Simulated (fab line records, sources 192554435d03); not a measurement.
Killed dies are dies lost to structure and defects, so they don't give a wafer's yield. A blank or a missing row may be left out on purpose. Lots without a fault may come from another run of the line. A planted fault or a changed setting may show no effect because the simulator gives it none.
One fault seen from 2 desks | flow n5_finfet | each desk has only its own numbers; what lay behind them comes last

THE METROLOGY DESK
What the gauges read, lot by lot, whatever tool the lot ran on: means of the sampled wafers that have a number. A lot is out of limits, marked OUT, if its mean lies more than 4 standard deviations from the usual mean; the brackets give that distance. Of its 13 readings 7 are shown: the one that was out of limits first, and those that lie furthest out on some lot.
Columns: A = PMOS_HMC_BLK_OVL at N5_PMOS_HMC_CHANNEL_EPI_OVL_MEAS_10, usual -0.7 nm; B = HMC_CMP_THK at N5_PMOS_HMC_CHANNEL_EPI_THK_MEAS_22, usual 53.6 nm; C = CJ_P at N5_BEOL_M4_RC_MEAS_101, usual 5.81; D = ION_N at N5_BEOL_M4_RC_MEAS_101, usual 672 uA/um; E = ION_P at N5_BEOL_M4_RC_MEAS_101, usual 462 uA/um; F = VT_N at N5_BEOL_M4_RC_MEAS_101, usual 251 mV; G = VT_P at N5_BEOL_M4_RC_MEAS_101, usual -251 mV
lot  | first seen here | A    | B              | C    | D   | E              | F   | G
L716 | day 1 23:20     | -0.7 | 54.3           | 5.79 | 664 | 459            | 251 | -248
L718 | day 2 11:08     | -1.1 | 53.4           | 5.72 | 671 | 467            | 251 | -248
L720 | day 2 23:13     | -1.9 | 53.4           | 5.94 | 684 | 463            | 248 | -252
L724 | day 3 23:38     | -1.3 | 44.3 (-11) OUT | 6.10 | 676 | 422 (-4.6) OUT | 252 | -252
L726 | day 4 12:13     | -0.6 | 44.1 (-12) OUT | 6.13 | 672 | 420 (-5.0) OUT | 250 | -254
L727 | day 4 17:51     | -1.1 | 44.2 (-12) OUT | 6.13 | 679 | 418 (-5.1) OUT | 249 | -255
L730 | day 5 11:46     | 0.0  | 53.5           | 5.72 | 683 | 473            | 250 | -246
L732 | day 5 23:54     | -0.9 | 53.3           | 5.88 | 652 | 442            | 260 | -257
L737 | day 7 05:43     | -0.4 | 53.2           | 5.92 | 683 | 468            | 250 | -248
L738 | day 7 11:37     | -0.5 | 54.0           | 5.79 | 684 | 470            | 247 | -248
This desk's finding: out of limits on L724, L726, L727; first on L724, day 4 02:35 (HMC_CMP_THK at N5_PMOS_HMC_CHANNEL_EPI_THK_MEAS_22). In limits: L716, L718, L720, L730, L732, L737, L738.

THE TOOL OWNER'S DESK: rie_si-02
The tool's own readings at N5_PMOS_HMC_CHANNEL_EPI_FIN_RECESS_16 (chemistry HBr/Cl2, target Si, target depth 54 nm, time 18 s): means of the sampled wafers that have a number, for each lot that ran on this tool. A lot is out of limits, marked OUT, if its mean lies more than 4 standard deviations from the usual mean; the brackets give that distance.
Columns: A = drypump_motor_current_A at N5_PMOS_HMC_CHANNEL_EPI_FIN_RECESS_16, usual 5.78 A; B = oes_product_au at N5_PMOS_HMC_CHANNEL_EPI_FIN_RECESS_16, usual 0.992 a.u.; C = throttle_valve_pct at N5_PMOS_HMC_CHANNEL_EPI_FIN_RECESS_16, usual 35.6 %
lot  | first seen here | A    | B     | C
L716 | day 1 23:51     | 5.83 | 0.987 | 35.5
L720 | day 3 00:29     | 5.63 | 0.985 | 35.4
L724 | day 4 00:17     | 5.53 | 0.979 | 35.5
L726 | day 4 12:56     | 5.54 | 0.968 | 35.5
L727 | day 4 18:38     | 5.54 | 0.977 | 35.5
This desk's finding: nothing out of limits on any of the 5 lots.

PUT TOGETHER
The metrology desk could have raised an alarm at day 4 02:35, on L724, L726, L727.
The tool owner's desk saw nothing out of limits.
The tool owner's desk has L724, L726, L727 on record, within its limits.
Of the lots named, all ran N5_PMOS_HMC_CHANNEL_EPI_FIN_RECESS_16 on rie_si-02.

WHAT THE SIMULATOR HAD PUT IN
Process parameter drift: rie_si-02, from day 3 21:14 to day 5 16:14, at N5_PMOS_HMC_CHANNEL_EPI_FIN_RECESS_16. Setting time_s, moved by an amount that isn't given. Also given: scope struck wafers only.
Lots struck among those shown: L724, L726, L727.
Hours from the fault's start to each desk's first reading out of limits: the metrology desk, 5.
